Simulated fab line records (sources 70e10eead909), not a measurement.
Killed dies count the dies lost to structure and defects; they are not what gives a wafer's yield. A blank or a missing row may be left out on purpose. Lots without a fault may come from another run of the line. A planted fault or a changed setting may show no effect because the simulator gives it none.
Code-filled problem report in 8D (eight disciplines) form / flow nand_harc / the parts of the form that need people (team, actions taken, sign-off) are left out

## 1. THE ISSUE
At NHARC_A_ONON_D2_THK_MEAS_24, thk_nm averages 1064 nm over 5 wafers from 3 lots, while fault-free wafers read 996 nm, standard deviation 7.6. That is +8.9 standard deviations from the usual mean.
The step: measures by ellipsometry.
Seen first at day 16 06:00 on film_metro-01, wafer L490.4. The record holds 36 wafers of 12 lots with a number at this step. By rule, "out" or "out of limits" means more than 4 standard deviations away from the usual mean. The other wafers with a number count as sound.

## 2. WHAT IT IS, WHAT IT ISN'T
question=which readings at this step | is=thk_nm | is not=-
question=which lots | is=L490, L491, L492 | is not=L482, L493, L497, L499, L500, L501, L502, L503, L504
question=which wafers of those lots | is=L490.4, L490.6, L491.6, L492.4, L492.6 | is not=L490.2, L491.1, L491.2, L492.5
question=read on which gauges | is=film_metro-01 | is not=film_metro-02
question=when | is=from day 16 06:00 | is not=up to then (4 sound wafers); but 27 sound wafers of L491, L492, L493, L497, L499, L500, L501, L502, L503, L504 came after

## 3. THE SUSPECTS, EACH WITH WHAT RULES IT OUT
Counting: if a tool at a process step up to the reading ran every lot that is out, it stays a suspect. Sound lots after the first of them don't rule it out here, since some wafers of a struck lot are sound.
- the gauge at NHARC_A_ONON_D2_THK_MEAS_24: kept. All the wafers that are out were read on film_metro-01, and no step on other tools shows them out.
- pecvd_onon-04 at NHARC_A_ONON_D2_DEP_22 (target thk 1000 nm): kept. It ran every lot that is out, first L490 (day 16 05:32).
What counting leaves: pecvd_onon-04 at NHARC_A_ONON_D2_DEP_22 and film_metro-01 at NHARC_A_ONON_D2_THK_MEAS_24.

## 4. THE CAUSE (what the simulator had put in)
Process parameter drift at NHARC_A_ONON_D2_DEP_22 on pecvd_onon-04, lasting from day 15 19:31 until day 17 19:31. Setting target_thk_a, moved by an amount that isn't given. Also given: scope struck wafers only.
Of the 2 suspects that counting leaves, this tool is one.

## 5. THE EFFECT CHAIN, in route order
Each row: a reading where the mean over the struck wafers with a number is more than 3 standard deviations away from the usual. Scope: only readings with a usual standard deviation given in the record; hours: median across lots of the time from each lot's start at the first step in this table that gives one to its start at this step; sigmas: change in usual standard deviations.
hours=0; step=NHARC_A_ONON_D2_THK_MEAS_24; reading=thk_nm; usual=996 nm; on struck wafers=1064; change=+68; sigmas=+8.9
Later steps that measure or inspect, where all struck wafers having a row at the step show a number for every such reading and not one has moved that far: NHARC_END_SORT_01.

## 6. HOW IT WOULD HAVE BEEN CAUGHT EARLIER
In this record the first reading out of limits at a measuring or inspecting step was taken at day 16 06:00, 10 hours after the fault began at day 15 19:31.
Lots out: 3; of these, L491, L492 started NHARC_A_ONON_D2_DEP_22 on pecvd_onon-04 after day 16 06:00. A hold on the tool at that time would have spared those 2.
